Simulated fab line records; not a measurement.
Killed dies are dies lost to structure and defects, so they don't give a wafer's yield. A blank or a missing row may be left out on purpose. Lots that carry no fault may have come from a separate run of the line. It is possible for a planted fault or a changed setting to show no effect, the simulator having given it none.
fab line records	flow nandHarc
record: lots: 24	wafers: 72	lastDay: 34
route steps=1302 shown A_STAIRCASE@836 A_SGD_CUT@890 A_SLIT@933
lots untouched by any fault: they come from a run of this same line in which no faults occurred
startH: the number of hours between the record's first day and the start of the first shown wafer of the lot	waitH: hours from the lot's prior step to this one	" repeats the value in the row above	L1.1+2: a row that stands for several wafers	- value missing, or start not given	* or withheld: withheld	< > ~ a bound
route shown NAME@n: a module of which the file shows steps, and the number in the route of the first	usual: mean/standard deviation of fault-free wafers	same: alike in all rows	chamber/n: place in a boat	sites: the reading at each site	_std_site: the values' standard deviation	_edge_site: outer sites' mean less inner sites'	radiusMm: for every site, how far away it sits from the centre of the wafer	mask NAME#n: copy n	behind: the last tool/chamber to shape the wafer	hold: why the lot went on hold/how many hours it stayed there/how the hold came to an end	device: whichever transistor did not switch (one of n, p or np)	end of line: the same wafers' tests at the end of the route	a step with no rows: only its recipe	killed: not the wafer's yield, but the dies lost to structure and defects at the first sort	map: a wafer's dies, x killed, . not, _ none there
set.NAME: the setting as run; set.NAME@STEP: as run at that earlier step	model.NAME: the simulator's own value behind a step, which no gauge read
one table for each step of the route and one row for each wafer, over a sample of lots
services: from which hour (startH, from the record's first day; less than 0 if before it) a tool's chamber was out of use, for how many hours, and why
== steps ==
step: NHARC_A_STAIRCASE_STRIP_316
recipe: o2FlowSccm: 500	arFlowSccm: 0	biasW: 0	chemistry: O2
usual: drypumpMotorCurrentA: 5.7/0.38	oesProductAu: 0.999/0.014	rfVppV: 57.9/0.93	showerheadPlenumPTorr: 3.58/0.18	throttleValvePct: 17.035/0.0093
lot.wafer	tool	chamber	startH	waitH	drypumpMotorCurrentA	oesProductAu	rfHoursCounterH	rfVppV	showerheadPlenumPTorr	throttleValvePct
L075.3	rieDiel-11	0	-	-	5.5	1.016	35	55.6	3.32	17.031
L075.6	"	0	"	"	5.5	1.016	-	56.6	3.32	17.051
L075.5	"	1	"	"	6.2	1.027	-	57.8	3.43	17.045
L074.4	rieDiel-11	0	-	-	5.5	1.008	36	58.3	3.32	17.042
L074.1	"	1	"	"	6.2	1.019	40	56.9	3.43	17.042
L074.6	"	2	"	"	5.7	1.022	-	57.8	3.39	17.035
L076.3	rieDiel-04	1	-	-	6.1	0.988	11	57.7	3.77	17.029
L076.5	"	3	"	"	5.2	0.988	-	56.5	3.31	17.044
L076.6	"	1	"	"	6.0	0.991	-	58.6	3.77	17.056
L077.2	rieDiel-04	0	-	-	5.5	0.994	9	59.1	3.80	17.035
L077.3	"	2	"	"	5.4	0.992	20	58.3	3.50	17.033
L077.5	"	3	"	"	5.2	1.001	-	56.9	3.31	17.033
L078.4	rieDiel-11	3	-	-	5.2	0.974	52	57.6	3.60	17.028
L078.6	"	3	"	"	5.2	0.981	-	57.5	3.60	17.031
L078.5	"	0	"	"	5.5	0.985	-	57.6	3.31	17.040
L079.1	rieDiel-04	3	-	-	5.2	1.010	32	57.1	3.30	17.024
L079.4	"	0	"	"	5.6	1.004	20	57.6	3.80	17.033
L079.2	"	2	"	"	5.4	1.001	28	60.6	3.50	17.038
L080.1	rieDiel-11	3	-	-	5.2	1.004	1	57.2	3.60	17.030
L080.3	"	0	"	"	5.5	0.994	1	58.3	3.31	17.043
L080.5	"	2	"	"	5.7	1.002	-	58.3	3.39	17.039
L081.2	rieDiel-11	0	-	-	5.5	0.983	3	56.8	3.31	17.025
L081.3	"	1	"	"	6.2	1.008	4	57.0	3.42	17.055
L081.1	"	2	"	"	5.7	1.007	3	56.5	3.38	17.030
L082.3	rieDiel-11	3	-	-	5.2	0.998	7	59.0	3.59	17.016
L082.1	"	0	"	"	5.5	0.984	7	56.9	3.30	17.049
L082.5	"	0	"	"	5.5	0.984	-	57.6	3.30	17.047
L086.2	rieDiel-03	3	-	-	6.3	1.000	6	56.8	3.62	17.044
L086.6	"	0	"	"	5.6	1.009	-	59.9	3.74	17.036
L086.5	"	1	"	"	5.3	0.992	-	58.6	3.42	17.034
L084.4	rieDiel-04	1	-	-	6.1	0.974	43	59.4	3.75	17.039
L084.3	"	2	"	"	5.5	0.986	43	58.1	3.49	17.027
L084.5	"	3	"	"	5.2	1.023	-	57.3	3.30	17.042
L083.2	rieDiel-03	2	-	-	6.1	1.020	13	57.9	3.80	17.043
L083.5	"	3	"	"	6.3	0.989	-	59.1	3.62	17.021
L083.6	"	0	"	"	5.6	0.996	-	58.6	3.74	17.030
L085.4	rieDiel-03	3	-	-	6.3	0.994	12	57.1	3.61	17.047
L085.3	"	1	"	"	5.3	0.993	16	58.6	3.41	17.030
L085.5	"	2	"	"	6.1	1.024	-	58.7	3.80	17.035
L087.4	rieDiel-04	3	-	-	5.2	1.036	56	56.2	3.29	17.037
L087.2	"	0	"	"	5.5	1.001	46	56.8	3.78	17.034
L087.1	"	1	"	"	6.0	0.980	51	57.0	3.74	17.036
L088.3	rieDiel-04	0	-	-	5.5	1.007	53	58.8	3.78	17.031
L088.4	"	1	"	"	6.0	0.997	56	58.4	3.74	17.046
L088.6	"	1	"	"	6.0	0.995	-	57.3	3.74	17.044
L089.2	rieDiel-03	0	-	-	5.7	1.014	19	57.6	3.73	17.046
L089.3	"	2	"	"	6.1	1.011	26	57.5	3.79	17.051
L089.6	"	1	"	"	5.3	0.991	-	58.0	3.41	17.031
L090.2	rieDiel-03	1	-	-	5.2	0.985	27	57.2	3.41	17.037
L090.3	"	2	"	"	6.1	1.015	28	57.2	3.79	17.035
L090.1	"	0	"	"	5.6	1.006	21	57.8	3.73	17.031
L091.3	rieDiel-04	0	-	-	5.5	0.993	3	58.0	3.78	17.034
L091.2	"	2	"	"	5.4	1.003	3	58.3	3.48	17.030
L091.1	"	3	"	"	5.2	0.980	3	58.1	3.81	17.036
L092.2	rieDiel-04	1	-	-	6.0	0.970	3	58.5	3.74	17.042
L092.1	"	3	"	"	5.2	0.980	3	58.3	3.81	17.032
L092.5	"	1	"	"	6.0	0.979	-	58.6	3.74	17.027
L093.1	rieDiel-03	0	-	-	5.7	1.011	29	57.7	3.73	17.045
L093.2	"	2	"	"	6.1	1.020	37	57.4	3.79	17.023
L093.5	"	3	"	"	6.3	1.002	-	58.7	3.60	17.048
L095.2	rieDiel-04	1	-	-	6.1	0.982	13	58.8	3.73	17.036
L095.1	"	2	"	"	5.4	1.001	14	57.8	3.48	17.035
L095.3	"	3	"	"	5.2	0.999	16	60.1	3.80	17.052
L094.3	rieDiel-04	1	-	-	6.1	0.979	15	59.0	3.73	17.041
L094.1	"	3	"	"	5.2	0.995	17	58.4	3.80	17.038
L094.5	"	1	"	"	6.1	0.979	-	57.5	3.73	17.047
L096.1	rieDiel-03	3	-	-	6.3	0.991	38	58.8	3.60	17.047
L096.3	"	0	"	"	5.6	1.021	38	58.1	3.72	17.020
L096.4	"	1	"	"	5.3	0.998	42	58.7	3.40	17.035
L097.2	rieDiel-03	1	-	-	5.3	0.987	48	57.2	3.39	17.057
L097.6	"	3	"	"	6.3	1.003	-	57.7	3.60	17.034
L097.5	"	0	"	"	5.6	1.008	-	58.1	3.72	17.058
step: NHARC_A_STAIRCASE_CMP_450
recipe: targetThkNm: 200	material: SiO2
usual: motorCurrentA: 11.7/1.2
lot.wafer	tool	chamber	startH	waitH	motorCurrentA
L075.3	cmp-04	0	437.14	-	12.0
L075.5	"	0	"	"	12.7
L075.6	"	1	"	"	13.9
L074.4	cmp-04	2	444.35	-	13.2
L074.1	"	1	"	"	13.3
L074.6	"	2	"	"	13.4
L076.3	cmp-03	3	456.69	-	12.9
L076.6	"	0	"	"	10.1
L076.5	"	1	"	"	11.5
L077.3	cmp-03	1	473.03	-	11.3
L077.2	"	0	"	"	9.9
L077.5	"	2	"	"	10.3
L078.4	cmp-03	0	473.26	-	10.0
L078.5	"	2	"	"	10.5
L078.6	"	3	"	"	11.9
L079.4	cmp-04	1	492.25	-	13.0
L079.2	"	2	"	"	13.3
L079.1	"	3	"	"	14.3
L080.1	cmp-03	0	492.25	-	10.9
L080.3	"	1	"	"	11.9
L080.5	"	0	"	"	9.7
L081.1	cmp-01	0	509.20	-	11.0
L081.2	"	1	"	"	10.2
L081.3	"	2	"	"	10.9
L082.1	cmp-01	1	520.11	-	11.1
L082.3	"	0	"	"	11.6
L082.5	"	2	"	"	10.9
L083.2	cmp-01	0	534.95	-	11.3
L083.6	"	3	"	"	12.5
L083.5	"	0	"	"	10.4
L086.2	cmp-03	2	535.23	-	10.4
L086.5	"	1	"	"	11.5
L086.6	"	2	"	"	10.8
L084.3	cmp-04	1	535.37	-	13.4
L084.4	"	3	"	"	13.7
L084.5	"	2	"	"	12.9
L085.3	cmp-03	2	552.44	-	10.6
L085.4	"	3	"	"	12.2
L085.5	"	1	"	"	11.2
L087.2	cmp-03	0	563.50	-	10.2
L087.1	"	2	"	"	10.8
L087.4	"	3	"	"	12.1
L089.3	cmp-03	0	580.14	-	10.1
L089.2	"	1	"	"	10.7
L089.6	"	2	"	"	10.9
L088.3	cmp-04	3	580.35	-	13.5
L088.4	"	0	"	"	11.9
L088.6	"	3	"	"	13.8
L090.1	cmp-01	3	589.32	-	11.5
L090.2	"	1	"	"	11.0
L090.3	"	2	"	"	11.2
L092.1	cmp-03	3	607.89	-	12.2
L092.2	"	2	"	"	10.9
L092.5	"	0	"	"	9.6
L091.1	cmp-01	1	608.70	-	10.8
L091.2	"	2	"	"	11.1
L091.3	"	3	"	"	12.3
L093.2	cmp-03	2	620.38	-	10.8
L093.1	"	1	"	"	11.2
L093.5	"	3	"	"	12.5
L094.1	cmp-04	3	635.19	-	14.3
L094.3	"	0	"	"	12.7
L094.5	"	2	"	"	14.2
L095.1	cmp-03	1	635.31	-	11.8
L095.3	"	2	"	"	10.4
L095.2	"	0	"	"	9.9
L096.3	cmp-03	3	651.07	-	12.3
L096.1	"	0	"	"	10.0
L096.4	"	1	"	"	11.1
L097.2	cmp-03	0	664.28	-	10.7
L097.6	"	1	"	"	10.8
L097.5	"	2	"	"	11.0
step: NHARC_A_STAIRCASE_CMP_152
usual: motorCurrentA: 11.7/1.2
lot.wafer	tool	chamber	startH	waitH	motorCurrentA
L075.3	cmp-04	0	437.21	0.1	13.1
L075.5	"	0	"	"	12.8
L075.6	"	1	"	"	14.0
L074.4	cmp-04	2	444.43	0.1	13.5
L074.1	"	1	"	"	13.1
L074.6	"	2	"	"	12.8
L076.3	cmp-03	3	456.76	0.1	12.5
L076.6	"	0	"	"	10.4
L076.5	"	1	"	"	10.9
L077.3	cmp-03	1	473.10	0.1	11.4
L077.2	"	0	"	"	10.1
L077.5	"	2	"	"	10.9
L078.4	cmp-03	0	473.34	0.1	9.5
L078.5	"	2	"	"	10.8
L078.6	"	3	"	"	12.0
L079.4	cmp-04	1	492.32	0.1	13.3
L079.2	"	2	"	"	13.3
L079.1	"	3	"	"	13.7
L080.1	cmp-03	0	492.33	0.1	9.8
L080.3	"	1	"	"	11.2
L080.5	"	0	"	"	10.5
L081.1	cmp-01	0	509.28	0.1	10.9
L081.2	"	1	"	"	10.6
L081.3	"	2	"	"	11.6
L082.1	cmp-01	1	520.19	0.1	11.0
L082.3	"	0	"	"	10.7
L082.5	"	2	"	"	10.5
L083.2	cmp-01	0	535.03	0.1	10.9
L083.6	"	3	"	"	12.6
L083.5	"	0	"	"	10.8
L086.2	cmp-03	2	535.31	0.1	10.2
L086.5	"	1	"	"	11.3
L086.6	"	2	"	"	10.8
L084.3	cmp-04	1	535.44	0.1	12.5
L084.4	"	3	"	"	14.3
L084.5	"	2	"	"	13.4
L085.3	cmp-03	2	552.51	0.1	11.0
L085.4	"	3	"	"	12.6
L085.5	"	1	"	"	11.4
L087.2	cmp-03	0	563.58	0.1	10.0
L087.1	"	2	"	"	11.0
L087.4	"	3	"	"	12.6
L089.3	cmp-03	0	580.21	0.1	10.3
L089.2	"	1	"	"	11.1
L089.6	"	2	"	"	11.1
L088.3	cmp-04	3	580.42	0.1	14.4
L088.4	"	0	"	"	12.5
L088.6	"	3	"	"	14.5
L090.1	cmp-01	3	589.39	0.1	12.2
L090.2	"	1	"	"	10.9
L090.3	"	2	"	"	10.7
L092.1	cmp-03	3	607.97	0.1	11.9
L092.2	"	2	"	"	10.6
L092.5	"	0	"	"	10.3
L091.1	cmp-01	1	608.77	0.1	11.1
L091.2	"	2	"	"	10.9
L091.3	"	3	"	"	12.2
L093.2	cmp-03	2	620.45	0.1	10.4
L093.1	"	1	"	"	11.3
L093.5	"	3	"	"	12.4
L094.1	cmp-04	3	635.26	0.1	13.7
L094.3	"	0	"	"	12.6
L094.5	"	2	"	"	13.5
L095.1	cmp-03	1	635.38	0.1	11.5
L095.3	"	2	"	"	11.2
L095.2	"	0	"	"	9.9
L096.3	cmp-03	3	651.14	0.1	12.6
L096.1	"	0	"	"	10.0
L096.4	"	1	"	"	11.1
L097.2	cmp-03	0	664.36	0.1	10.5
L097.6	"	1	"	"	11.7
L097.5	"	2	"	"	10.5
step: NHARC_A_SGD_CUT_DEP_00
recipe: targetThkA: 500	tempC: 400	targetThkNm: 50	flowSccm: 200	rfW: 450	material: SiNx
usual: heaterPowerW: 667/88
lot.wafer	tool	chamber	startH	waitH	heaterPowerW
L075.3	pecvd-01	0	439.09	0.1	801
L075.5	"	0	"	"	801
L075.6	"	1	"	"	718
L074.1	pecvd-02	2	446.27	0.1	543
L074.4	"	0	"	"	682
L074.6	"	2	"	"	521
L076.3	pecvd-01	2	458.58	0.1	663
L076.6	"	2	"	"	682
L076.5	"	0	"	"	843
L077.2	pecvd-02	1	474.93	0.1	728
L077.3	"	2	"	"	554
L077.5	"	1	"	"	729
L078.6	pecvd-01	2	475.18	0.1	614
L078.4	"	0	"	"	776
L078.5	"	1	"	"	680
L079.1	pecvd-02	1	494.10	0.1	697
L079.2	"	2	"	"	557
L079.4	"	2	"	"	571
L080.3	pecvd-02	2	494.27	0.2	491
L080.1	"	1	"	"	748
L080.5	"	2	"	"	505
L081.3	pecvd-04	0	511.06	0.1	918
L081.2	"	1	"	"	643
L081.1	"	2	"	"	705
L082.1	pecvd-01	0	522.45	0.1	785
L082.3	"	2	"	"	650
L082.5	"	2	"	"	662
L083.2	pecvd-01	0	537.30	0.1	671
L083.5	"	2	"	"	683
L083.6	"	1	"	"	570
L086.2	pecvd-02	2	537.44	0.1	527
L086.6	"	1	"	"	663
L086.5	"	2	"	"	544
L084.3	pecvd-01	1	537.66	0.1	578
L084.5	"	0	"	"	651
L084.4	"	1	"	"	573
L085.3	pecvd-02	2	554.32	0.1	545
L085.4	"	1	"	"	660
L085.5	"	2	"	"	573
L087.1	pecvd-04	0	565.43	0.1	792
L087.2	"	2	"	"	724
L087.4	"	2	"	"	728
L089.2	pecvd-04	1	582.01	0.1	636
L089.3	"	2	"	"	706
L089.6	"	0	"	"	883
L088.3	pecvd-02	0	582.22	0.1	712
L088.6	"	1	"	"	689
L088.4	"	2	"	"	565
L090.3	pecvd-01	0	591.17	0.1	740
L090.2	"	1	"	"	557
L090.1	"	2	"	"	711
L092.1	pecvd-01	0	609.76	0.1	742
L092.2	"	2	"	"	645
L092.5	"	0	"	"	751
L091.3	pecvd-02	2	610.56	0.1	556
L091.2	"	0	"	"	576
L091.1	"	1	"	"	735
L093.1	pecvd-04	0	622.25	0.1	942
L093.2	"	1	"	"	638
L093.5	"	2	"	"	754
L095.2	pecvd-01	0	637.62	0.1	729
L095.1	"	1	"	"	636
L095.3	"	2	"	"	629
L094.1	pecvd-02	2	637.86	0.1	519
L094.3	"	0	"	"	584
L094.5	"	0	"	"	604
L096.3	pecvd-01	1	652.95	0.1	632
L096.1	"	2	"	"	664
L096.4	"	0	"	"	737
L097.2	pecvd-02	0	666.21	0.1	583
L097.6	"	2	"	"	582
L097.5	"	1	"	"	696
step: NHARC_A_SLIT_CD_MEAS_09
recipe: targetCdNm: 300	landingEnergyEv: 500
usual: cdNm: 299.9/0.64
lot.wafer	tool	chamber	startH	waitH	cdNm
L075.3	cdSem-03	0	453.24	-	300.2
L075.5	"	0	"	"	299.9
L075.6	"	0	"	"	299.3
L074.1	cdSem-03	0	458.03	-	300.5
L074.4	"	0	"	"	300.3
L074.6	"	0	"	"	298.4
L076.3	cdSem-02	0	473.65	-	300.0
L076.5	"	0	"	"	299.9
L076.6	"	0	"	"	299.4
L077.2	cdSem-02	0	487.91	-	298.8
L077.3	"	0	"	"	300.3
L077.5	"	0	"	"	299.5
L078.4	cdSem-03	0	493.09	-	300.3
L078.5	"	0	"	"	300.2
L078.6	"	0	"	"	299.6
L080.1	cdSem-02	0	510.71	-	300.2
L080.3	"	0	"	"	300.3
L080.5	"	0	"	"	300.0
L079.1	cdSem-02	0	511.21	-	300.9
L079.2	"	0	"	"	300.8
L079.4	"	0	"	"	300.0
L081.1	cdSem-02	0	524.61	-	298.3
L081.2	"	0	"	"	300.4
L081.3	"	0	"	"	300.3
L082.1	cdSem-01	0	538.84	-	299.4
L082.3	"	0	"	"	299.1
L082.5	"	0	"	"	299.6
L083.2	cdSem-03	0	554.86	-	300.0
L083.5	"	0	"	"	301.1
L083.6	"	0	"	"	300.6
L086.2	cdSem-03	0	555.26	-	299.7
L086.5	"	0	"	"	299.4
L086.6	"	0	"	"	300.2
L084.3	cdSem-03	0	555.74	-	300.3
L084.4	"	0	"	"	300.5
L084.5	"	0	"	"	299.6
L085.3	cdSem-02	0	570.18	-	299.1
L085.4	"	0	"	"	300.2
L085.5	"	0	"	"	300.4
L087.1	cdSem-03	0	578.24	-	299.5
L087.2	"	0	"	"	298.6
L087.4	"	0	"	"	299.9
L089.2	cdSem-03	0	597.76	-	300.3
L089.3	"	0	"	"	300.1
L089.6	"	0	"	"	300.3
L088.3	cdSem-02	0	597.79	-	300.4
L088.4	"	0	"	"	300.1
L088.6	"	0	"	"	301.4
L090.1	cdSem-02	0	605.15	-	300.2
L090.2	"	0	"	"	300.1
L090.3	"	0	"	"	300.1
L092.1	cdSem-03	0	623.58	-	300.3
L092.2	"	0	"	"	298.8
L092.5	"	0	"	"	299.8
L091.1	cdSem-01	0	624.17	-	299.4
L091.2	"	0	"	"	300.7
L091.3	"	0	"	"	300.0
L093.1	cdSem-02	0	636.12	-	299.2
L093.2	"	0	"	"	300.0
L093.5	"	0	"	"	300.1
L095.1	cdSem-03	0	650.84	-	299.9
L095.2	"	0	"	"	300.6
L095.3	"	0	"	"	300.4
L094.1	cdSem-01	0	652.10	-	299.1
L094.3	"	0	"	"	300.4
L094.5	"	0	"	"	298.5
L096.1	cdSem-01	0	665.82	-	299.4
L096.3	"	0	"	"	299.1
L096.4	"	0	"	"	300.6
L097.2	cdSem-02	0	683.38	-	300.1
L097.5	"	0	"	"	301.1
L097.6	"	0	"	"	300.9
step: NHARC_A_SLIT_ETCH_26
recipe: biasV: 400	sourceW: 2000	pressureMtorr: 25	timeS: 90	arFlowSccm: 375	c4f8FlowSccm: 41.7	o2FlowSccm: 83.3	targetDepthA: 4000	chemistry: C4F8/O2/Ar
usual: c4f8FlowSccm: 41.68/0.13	drypumpMotorCurrentA: 6.1/0.5	showerheadPlenumPTorr: 3.76/0.18	throttleValvePct: 27.619/0.0089
same: timeS: 90
lot.wafer	tool	chamber	startH	waitH	c4f8FlowSccm	drypumpMotorCurrentA	rfHoursCounterH	showerheadPlenumPTorr	throttleValvePct
L075.3	harEtch-02	0	458.38	1.9	41.64	5.3	-	3.96	27.611
L075.5	"	0	"	"	41.52	5.3	-	3.96	27.623
L075.6	"	1	"	"	41.53	6.1	-	3.96	27.611
L074.1	harEtch-02	1	463.15	3.1	41.74	6.1	45	3.95	27.622
L074.4	"	1	"	"	41.90	6.1	-	3.95	27.632
L074.6	"	1	"	"	41.81	6.1	-	3.95	27.623
L076.3	harEtch-02	0	478.74	1.8	41.66	5.3	-	3.95	27.601
L076.6	"	0	"	"	41.64	5.3	-	3.95	27.610
L076.5	"	1	"	"	41.40	6.1	-	3.95	27.614
L077.2	harEtch-02	1	493.00	3.0	41.69	6.1	61	3.94	27.621
L077.3	"	1	"	"	41.79	6.1	-	3.95	27.612
L077.5	"	1	"	"	41.71	6.1	-	3.95	27.625
L078.4	harEtch-02	1	498.35	1.3	41.71	6.1	-	3.94	27.602
L078.6	"	0	"	"	41.73	5.2	-	3.94	27.610
L078.5	"	1	"	"	41.54	6.1	-	3.94	27.613
L080.1	harEtch-02	1	517.01	2.4	41.59	6.1	76	3.94	27.606
L080.3	"	1	"	"	41.72	6.1	-	3.94	27.624
L080.5	"	1	"	"	41.64	6.1	-	3.94	27.616
L079.1	harEtch-01	0	520.30	3.0	41.76	6.5	287	3.51	27.637
L079.2	"	1	"	"	41.76	6.6	287	3.66	27.631
L079.4	"	0	"	"	41.62	6.5	-	3.51	27.637
L081.2	harEtch-01	0	529.70	3.0	41.63	6.5	290	3.51	27.617
L081.1	"	1	"	"	41.76	6.6	290	3.66	27.623
L081.3	"	0	"	"	41.46	6.4	-	3.51	27.622
L082.1	harEtch-02	1	545.40	3.0	41.63	6.1	91	3.93	27.608
L082.3	"	1	"	"	41.46	6.1	-	3.93	27.627
L082.5	"	0	"	"	41.70	5.3	-	3.93	27.629
L083.2	harEtch-01	0	560.55	3.1	41.74	6.4	310	3.50	27.613
L083.5	"	0	"	"	41.80	6.4	-	3.50	27.622
L083.6	"	1	"	"	41.60	6.5	-	3.65	27.632
L086.2	harEtch-02	1	560.91	2.4	41.83	6.1	102	3.92	27.612
L086.5	"	0	"	"	41.69	5.3	-	3.92	27.627
L086.6	"	1	"	"	41.63	6.1	-	3.92	27.610
L084.4	harEtch-01	0	564.46	1.9	41.76	6.4	-	3.50	27.610
L084.3	"	1	"	"	41.58	6.6	-	3.65	27.623
L084.5	"	1	"	"	41.56	6.6	-	3.65	27.612
L085.4	harEtch-01	1	575.34	1.9	41.66	6.6	-	3.65	27.610
L085.3	"	0	"	"	41.57	6.5	-	3.50	27.611
L085.5	"	1	"	"	41.62	6.6	-	3.65	27.612
L087.2	harEtch-01	0	589.89	9.6	41.73	6.5	320	3.50	27.617
L087.1	"	1	"	"	41.51	6.6	320	3.65	27.618
L087.4	"	1	"	"	41.44	6.6	-	3.65	27.635
L089.2	harEtch-01	0	602.85	3.0	41.66	6.4	328	3.49	27.620
L089.3	"	1	"	"	41.90	6.6	-	3.64	27.636
L089.6	"	1	"	"	41.80	6.6	-	3.64	27.608
L088.3	harEtch-02	1	605.97	1.9	41.76	6.1	-	3.90	27.616
L088.4	"	0	"	"	41.78	5.3	-	3.91	27.612
L088.6	"	1	"	"	41.72	6.1	-	3.91	27.624
L090.1	harEtch-01	1	610.86	3.0	41.87	6.6	336	3.64	27.623
L090.2	"	0	"	"	41.71	6.4	336	3.49	27.611
L090.3	"	0	"	"	41.82	6.5	-	3.49	27.614
L092.1	harEtch-01	0	628.66	3.0	41.77	6.4	343	3.48	27.611
L092.2	"	1	"	"	41.60	6.6	343	3.63	27.610
L092.5	"	1	"	"	41.67	6.6	-	3.63	27.622
L091.1	harEtch-02	0	629.70	3.1	41.71	5.3	145	3.90	27.591
L091.2	"	1	"	"	41.87	6.1	145	3.90	27.620
L091.3	"	0	"	"	41.77	5.3	-	3.90	27.626
L093.1	harEtch-02	1	641.17	3.0	41.63	6.1	149	3.89	27.619
L093.2	"	0	"	"	41.59	5.3	149	3.89	27.611
L093.5	"	0	"	"	41.42	5.3	-	3.89	27.612
L095.2	harEtch-02	0	657.51	3.0	41.84	5.3	160	3.89	27.619
L095.1	"	1	"	"	41.45	6.1	160	3.89	27.628
L095.3	"	1	"	"	41.60	6.1	-	3.89	27.597
L094.1	harEtch-01	0	659.40	2.4	41.88	6.4	362	3.47	27.630
L094.3	"	1	"	"	41.55	6.6	-	3.62	27.625
L094.5	"	0	"	"	41.67	6.4	-	3.47	27.613
L096.1	harEtch-01	1	670.87	3.0	41.74	6.6	370	3.62	27.611
L096.4	"	1	"	"	41.75	6.6	-	3.62	27.626
L096.3	"	0	"	"	41.66	6.4	-	3.47	27.614
L097.2	harEtch-02	1	688.50	3.0	41.75	6.1	179	3.88	27.632
L097.6	"	1	"	"	41.54	6.1	-	3.88	27.622
L097.5	"	0	"	"	41.86	5.3	-	3.87	27.617
== services ==
tool	chamber	startH	hours	kind
cmp-03	-	370.63	4.0	pm
harEtch-02	-	377.00	17.0	pm
cmp-03	-	377.90	5.3	repair
cmp-01	-	383.71	4.0	pm
cmp-04	-	386.91	24.0	repair
rieDiel-04	0	393.17	26.6	repair
cmp-01	-	406.12	2.5	repair
pecvd-02	-	408.00	13.0	pm
cmp-03	-	437.82	1.6	repair
cmp-04	-	445.16	1.7	repair
cmp-03	-	468.63	4.0	pm
cmp-04	-	508.91	4.0	pm
cmp-03	-	512.69	2.1	repair
cmp-03	-	561.68	0.6	repair
cmp-03	-	566.63	4.0	pm
cmp-03	-	588.76	3.2	repair
cmp-03	-	597.80	2.5	repair
cmp-04	-	601.56	0.4	repair
cmp-04	-	606.91	4.0	pm
cmp-04	-	612.70	0.5	repair
cmp-03	-	664.63	4.0	pm
cmp-03	-	677.18	6.0	repair
cmp-04	-	679.27	0.9	repair
cmp-04	-	685.96	1.9	repair
== key ==
fault none
